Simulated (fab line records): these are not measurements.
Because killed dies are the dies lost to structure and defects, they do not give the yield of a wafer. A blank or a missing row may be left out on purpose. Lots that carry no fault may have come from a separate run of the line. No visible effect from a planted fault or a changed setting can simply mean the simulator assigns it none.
Chamber matching	flow n5Finfet	N5_STI_FIN_REVEAL_ALD_14 on aldSin-03 has 4 sister chambers
The step deposits Si3N4, target thk 3 nm. 4 wafers are shown with their chamber, then 8 later ones without.

## WAFERS PAIRED WITH THEIR CHAMBERS
wafer	chamber	heaterPowerOuterW (W)
L087.2	3	534
L087.4	2	481
L087.5	0	532
L090.1	1	601

## WAFERS WHOSE CHAMBER IS MISSING
wafer	heaterPowerOuterW (W)
L090.5	479
L090.6	633
L091.2	561
L091.5	533
L091.6	545
L093.1	484
L093.3	551
L093.6	555

## WHICH CHAMBER EACH WENT THROUGH
wafer	from the rows above	in truth
L090.5	2	2
L090.6	1	1
L091.2	can't be placed: 3 or 0 or 1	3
L091.5	can't be placed: 0 or 3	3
L091.6	can't be placed: 3 or 0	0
L093.1	2	2
L093.3	can't be placed: 3 or 0 or 1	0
L093.6	can't be placed: 3 or 0 or 1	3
3 of 8 placed correctly. Can't be placed from these rows: 5 (the true chamber is among the candidates in 5). Placed wrongly: 0.
How it was worked out, from the rows above alone: a wafer's distance from a chamber is the root of the sum, over the readings, of the square of ((its reading less the chamber's mean) divided by the reading's scatter). The wafer belongs to the nearest chamber; if the next one is less than 2 further off, it can't be placed. The mean given for a chamber averages the wafers shown for that chamber. The scatter: with one shown wafer a chamber, the root of the mean of the squares of how far each hidden wafer lies from its nearest shown one.
